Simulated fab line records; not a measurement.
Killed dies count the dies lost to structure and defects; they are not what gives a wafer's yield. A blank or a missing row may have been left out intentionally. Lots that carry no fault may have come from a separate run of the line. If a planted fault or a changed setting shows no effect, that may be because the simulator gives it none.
Chamber matching	flow nandHarc	4 sister chambers for NHARC_A_STAIRCASE_ETCHBACK_157 on rieDiel-01
The step etches the open film in CH3F/O2, target depth 90 nm, time 167.14 s. 16 wafers are shown with their chamber, then 8 later ones without.

== WAFERS PAIRED WITH THEIR CHAMBERS ==
wafer	chamber	showerheadPlenumPTorr (Torr)	drypumpMotorCurrentA (A)	rfVppV (V)
L074.1	0	2.56	5.8	245.0
L074.4	2	2.49	4.8	243.5
L074.5	3	2.56	5.2	246.6
L081.1	3	2.56	5.2	246.7
L081.4	2	2.49	4.8	244.7
L081.6	2	2.49	4.9	244.6
L084.1	1	2.31	5.5	240.7
L084.4	0	2.55	5.8	244.7
L084.6	0	2.55	5.8	244.9
L087.1	3	2.56	5.1	246.5
L087.4	1	2.31	5.5	242.3
L087.5	1	2.31	5.5	241.9
L091.2	2	2.48	4.8	244.4
L091.4	3	2.55	5.2	244.1
L091.6	3	2.55	5.2	244.8
L093.2	0	2.54	5.8	245.7

SIGNATURES (averages over the wafers above)
reading	chamber 0	chamber 1	chamber 2	chamber 3	scatter within a chamber
showerheadPlenumPTorr	2.5500	2.3100	2.4875	2.5560	0.00574
drypumpMotorCurrentA	5.800	5.500	4.825	5.180	0.0359
rfVppV	245.075	241.633	244.300	245.740	0.85
Rule: distance of a wafer from a chamber = root of the sum over the readings of ((wafer's reading minus chamber's mean) / reading's scatter) squared. The wafer belongs to the nearest chamber; if the next one is less than 2 further off, it can't be placed. The scatter: the root of (the sum of the squares of (reading less its chamber's mean) over the shown wafers, divided by (wafers less chambers)).

== WAFERS WHOSE CHAMBER IS MISSING ==
wafer	showerheadPlenumPTorr (Torr)	drypumpMotorCurrentA (A)	rfVppV (V)
L093.3	2.31	5.5	242.2
L093.4	2.48	4.8	245.4
L095.2	2.31	5.5	243.4
L095.5	2.31	5.5	242.3
L095.6	2.54	5.8	244.3
L096.3	2.47	4.8	243.2
L096.4	2.54	5.8	245.5
L096.5	2.54	5.8	244.9

== CHAMBER TAKEN BY EACH ==
wafer	from the rows above	in truth
L093.3	1	1
L093.4	2	2
L095.2	1	1
L095.5	1	1
L095.6	0	0
L096.3	2	2
L096.4	0	0
L096.5	0	0
8 of 8 placed correctly. From these rows, 0 cannot be placed. 0 placed wrongly.
